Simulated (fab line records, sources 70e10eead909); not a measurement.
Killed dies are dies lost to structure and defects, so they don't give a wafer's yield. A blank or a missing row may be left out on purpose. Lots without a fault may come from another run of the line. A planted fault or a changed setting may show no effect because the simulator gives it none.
Chamber matching | flow nand_harc | NHARC_A_STAIRCASE_TRIM_187 on rie_diel-07: 4 sister chambers
The step chemistry O2, time 211.2 s. 4 wafers are shown with their chamber, then 9 later ones without.

WAFERS WITH THEIR CHAMBER
wafer  | chamber | drypump_motor_current_A (A)
L084.6 | 2       | 6.0
L088.1 | 3       | 4.9
L088.5 | 0       | 5.9
L088.6 | 1       | 6.3

WAFERS WITHOUT THEIR CHAMBER
wafer  | drypump_motor_current_A (A)
L090.2 | 5.8
L090.5 | 6.3
L090.6 | 6.0
L091.2 | 5.9
L091.3 | 6.3
L091.5 | 5.9
L096.1 | 5.9
L096.3 | 4.9
L096.4 | 5.9

WHICH CHAMBER EACH WENT THROUGH
wafer  | from the rows above | in truth
L090.2 | 0                   | 0
L090.5 | 1                   | 1
L090.6 | 2                   | 2
L091.2 | 0                   | 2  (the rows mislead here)
L091.3 | 1                   | 1
L091.5 | 0                   | 0
L096.1 | 0                   | 0
L096.3 | 3                   | 3
L096.4 | 0                   | 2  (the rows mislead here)
Placed correctly: 7 of 9. Can't be placed from these rows: 0. Placed wrongly: 2.
How it was worked out, from the rows above alone: a wafer's distance from a chamber is the root of the sum, over the readings, of the square of ((its reading less the chamber's mean) divided by the reading's scatter). The wafer belongs to the nearest chamber; if the next one is less than 2 further off, it can't be placed. A chamber's mean is the mean of its shown wafers. The scatter: with one shown wafer a chamber, the root of the mean of the squares of how far each hidden wafer lies from its nearest shown one.
